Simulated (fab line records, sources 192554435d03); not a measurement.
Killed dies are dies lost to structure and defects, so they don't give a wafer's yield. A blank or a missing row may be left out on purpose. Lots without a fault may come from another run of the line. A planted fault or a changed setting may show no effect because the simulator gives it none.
Chamber matching | flow n5_finfet | N5_FIN_SAQP_ALD_61 on ald_sin-04: 4 sister chambers
The step deposits SiO2, target thk 4 nm, pulse time 1 s, purge time 2 s. 8 wafers are shown with their chamber, then 12 later ones without.

WAFERS WITH THEIR CHAMBER
wafer  | chamber | heater_power_w (W) | precursor_pulse_height_rel
L082.6 | 3       | 483                | 1.029
L085.4 | 1       | 484                | 1.001
L085.5 | 2       | 414                | 0.974
L086.2 | 3       | 489                | 0.981
L086.5 | 0       | 426                | 0.967
L087.3 | 0       | 437                | 1.007
L087.4 | 2       | 432                | 0.998
L087.6 | 1       | 483                | 0.982

WAFERS WITHOUT THEIR CHAMBER
wafer  | heater_power_w (W) | precursor_pulse_height_rel
L088.2 | 488                | 0.985
L088.3 | 499                | 1.018
L088.5 | 431                | 0.981
L090.3 | 419                | 0.995
L090.4 | 488                | 0.970
L090.6 | 478                | 0.998
L092.2 | 425                | 0.998
L092.4 | 487                | 1.015
L092.6 | 479                | 1.003
L095.1 | 492                | 0.998
L095.3 | 428                | 1.015
L095.4 | 425                | 1.000

WHICH CHAMBER EACH WENT THROUGH
wafer  | from the rows above     | in truth
L088.2 | can't be placed: 1 or 3 | 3
L088.3 | can't be placed: 3 or 1 | 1
L088.5 | can't be placed: 0 or 2 | 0
L090.3 | can't be placed: 2 or 0 | 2
L090.4 | can't be placed: 1 or 3 | 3
L090.6 | can't be placed: 1 or 3 | 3
L092.2 | can't be placed: 2 or 0 | 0
L092.4 | can't be placed: 3 or 1 | 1
L092.6 | can't be placed: 1 or 3 | 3
L095.1 | can't be placed: 3 or 1 | 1
L095.3 | can't be placed: 0 or 2 | 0
L095.4 | can't be placed: 2 or 0 | 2
Placed correctly: 0 of 12. Can't be placed from these rows: 12 (the true chamber is among the candidates in 12). Placed wrongly: 0.
How it was worked out, from the rows above alone: a wafer's distance from a chamber is the root of the sum, over the readings, of the square of ((its reading less the chamber's mean) divided by the reading's scatter). The wafer belongs to the nearest chamber; if the next one is less than 2 further off, it can't be placed. A chamber's mean is the mean of its shown wafers. The scatter: the root of (the sum of the squares of (reading less its chamber's mean) over the shown wafers, divided by (wafers less chambers)).
